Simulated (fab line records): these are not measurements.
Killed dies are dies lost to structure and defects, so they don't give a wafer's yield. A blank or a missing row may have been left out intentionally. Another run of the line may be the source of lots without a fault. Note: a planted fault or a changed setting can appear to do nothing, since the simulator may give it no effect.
Which tool is to blame? | flow n5 finfet | 11 lots with 31 wafers sampled at 3 steps, on a route of 1938 steps

== WHAT THE GAUGES READ, wafer by wafer ==
N5_BEOL_M8_THK_MEAS_53: measures by xrf.
lot  | measured     | on            | M8_THK (nm)
L579 | day 9 11:11  | film metro-01 | 79 84 80
L580 | day 10 20:28 | film metro-01 | 79 84 83
L582 | day 10 22:10 | film metro-01 | 81 81 83
L586 | day 11 14:40 | film metro-02 | 79 78 79
L584 | day 11 16:59 | film metro-02 | 84 81 82
L587 | day 12 06:20 | film metro-01 | 82 81 86
L589 | day 12 19:19 | film metro-02 | 81 78
L591 | day 12 23:32 | film metro-01 | 82 82 78
L590 | day 13 07:07 | film metro-01 | 82 77 76
L593 | day 13 12:56 | film metro-01 | 86 87 89
L594 | day 13 19:28 | film metro-02 | 80 82

== EACH LOT AND THE TOOL THAT RAN IT (in order: tool; ch and the chambers of the sampled wafers; start) ==
lot  | N5_BEOL_M8_ETCH_72                 | N5_BEOL_M8_CVD_78
L579 | rie diel-04 ch 2,3, day 9 07:23    | cvd co-01 ch 0,1,2, day 9 10:15
L580 | rie diel-04 ch 1,3, day 10 15:58   | cvd co-01 ch 0,1,2, day 10 19:01
L582 | rie diel-06 ch 2,3, day 10 18:46   | cvd co-02 ch 0,1,2, day 10 20:38
L586 | rie diel-01 ch 1,3, day 11 11:56   | cvd co-02 ch 0,1, day 11 13:41
L584 | rie diel-01 ch 0,1, day 11 12:20   | cvd co-01 ch 0,1,2, day 11 14:05
L587 | rie diel-06 ch 0,2,3, day 12 02:17 | cvd co-02 ch 0,1,2, day 12 05:19
L589 | rie diel-01 ch 0,1, day 12 16:13   | cvd co-01 ch 0,2, day 12 18:19
L591 | rie diel-04 ch 1,2, day 12 20:47   | cvd co-02 ch 0,2, day 12 22:35
L590 | rie diel-01 ch 0,2, day 13 04:16   | cvd co-01 ch 0,1, day 13 05:57
L593 | rie diel-06 ch 1,2, day 13 10:27   | cvd co-02 ch 0,2, day 13 11:55
L594 | rie diel-01 ch 2,3, day 13 16:50   | cvd co-01 ch 0,2, day 13 18:23
- N5_BEOL_M8_ETCH_72: etches underlayer in N2/H2, target depth 6.5 nm, time 5.2 s.
- N5_BEOL_M8_CVD_78: deposits Co from CCTBA/H2, target thk 2 nm, time 142.3 s.

== THE ANSWER, worked out from the rows above alone ==
Rule: the usual values come from the lots themselves. The widest of any qualifying gaps counts: lots, ordered by their means at a reading, are off when they make up no more than a third of the lots, leave a main group of 4 or more, and stand apart from it by 3 or more times the standard deviation of that group's means. The tables above print the reading to a certain number of digits; a main group whose means all agree to those digits is not used. Also off: a lot with no number at a reading for which 4 or more lots have one. Where the step has rows for the other lots, those lots are counted as sound.
Nothing can be told from this: no lot is off at any reading shown.

== WHAT HAD BEEN PUT IN BY THE SIMULATOR ==
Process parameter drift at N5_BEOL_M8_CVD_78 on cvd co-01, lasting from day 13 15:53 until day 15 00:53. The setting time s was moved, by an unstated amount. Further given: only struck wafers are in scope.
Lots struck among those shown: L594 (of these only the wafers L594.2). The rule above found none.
